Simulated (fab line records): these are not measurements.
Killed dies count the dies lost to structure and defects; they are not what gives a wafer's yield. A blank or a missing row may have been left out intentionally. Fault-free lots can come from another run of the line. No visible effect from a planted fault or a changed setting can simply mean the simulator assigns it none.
Chamber matching -- flow n5 finfet -- ald metal-01 running N5_HKMG_FIN_ALD_36: 4 sister chambers
The step deposits TiN, target thk 1 nm, pulse time 1 s, purge time 3 s. 4 wafers are shown with their chamber, then 8 later ones without.

## WAFERS, EACH WITH ITS CHAMBER
wafer,chamber,heater power w (W)
L662.3,1,926
L668.4,3,865
L670.1,0,822
L670.5,2,946

## WAFERS MISSING THEIR CHAMBER
wafer,heater power w (W)
L669.1,843
L669.3,924
L669.4,804
L674.4,832
L674.5,929
L675.1,838
L675.2,916
L675.5,910

## EACH ONE'S CHAMBER
wafer,from the rows above,in truth
L669.1,can't be placed: 0 or 3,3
L669.3,can't be placed: 1 or 2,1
L669.4,0,0
L674.4,can't be placed: 0 or 3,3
L674.5,can't be placed: 1 or 2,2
L675.1,can't be placed: 0 or 3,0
L675.2,can't be placed: 1 or 2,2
L675.5,can't be placed: 1 or 2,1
Correct placement for 1 of the 8. Unplaceable from these rows: 7, with the true chamber sitting among the candidates in 7. Placed wrongly: 0.
How it was worked out, from the rows above alone: a wafer's distance from a chamber is the root of the sum, over the readings, of the square of ((its reading less the chamber's mean) divided by the reading's scatter). The wafer belongs to the nearest chamber; if the next one is less than 2 further off, it can't be placed. A chamber's mean is the mean of its shown wafers. The scatter (one wafer shown for each chamber): square how far every hidden wafer sits from the nearest shown wafer, average those squares and take the square root.
